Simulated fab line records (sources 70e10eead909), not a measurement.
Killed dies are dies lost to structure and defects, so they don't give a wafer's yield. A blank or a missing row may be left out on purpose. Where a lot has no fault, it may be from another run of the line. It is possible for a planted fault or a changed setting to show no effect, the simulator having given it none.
Matching of chambers | flow nand harc | 4 sister chambers for NHARC_A_CHANNEL_FILL_D1_ALD_25 on ald hk-03
The step deposits SiOx, target thk 60 nm, pulse time 10 s, ald cycles 600. 8 wafers are shown with their chamber, then 7 later ones without.

WAFERS, EACH WITH ITS CHAMBER
wafer  | chamber | heater power w (W) | precursor pulse height rel
L494.6 | 0       | 507                | 0.992
L498.1 | 1       | 508                | 1.005
L498.6 | 2       | 481                | 0.975
L499.2 | 3       | 554                | 0.990
L499.3 | 0       | 516                | 0.990
L499.5 | 3       | 569                | 1.041
L500.2 | 1       | 498                | 1.003
L500.4 | 2       | 473                | 0.989

WAFERS WITHOUT THEIR CHAMBER
wafer  | heater power w (W) | precursor pulse height rel
L500.5 | 481                | 1.002
L510.2 | 571                | 0.976
L510.1 | 490                | 0.984
L510.5 | 486                | 1.005
L511.3 | 491                | 1.015
L511.1 | 470                | 0.990
L511.6 | 482                | 1.006

WHICH CHAMBER EACH ONE RAN IN
wafer  | from the rows above          | in truth
L500.5 | can't be placed: 2 or 1      | 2
L510.2 | 3                            | 3
L510.1 | can't be placed: 2 or 1 or 0 | 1
L510.5 | can't be placed: 2 or 1 or 0 | 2
L511.3 | can't be placed: 1 or 2 or 0 | 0
L511.1 | 2                            | 2
L511.6 | can't be placed: 2 or 1      | 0
Placed correctly: 2 of 7. Not placeable from these rows: 5 (in 4, the candidates include the true chamber). Wrongly placed: 0.
How it was worked out, from the rows above alone: a wafer's distance from a chamber is the root of the sum, over the readings, of the square of ((its reading less the chamber's mean) divided by the reading's scatter). If the next closest chamber is less than 2 further off than the closest, the wafer can't be placed; otherwise it belongs to the closest. Each chamber's mean is taken over the wafers shown for it. The scatter: the root of (the sum of the squares of (reading less its chamber's mean) over the shown wafers, divided by (wafers less chambers)).
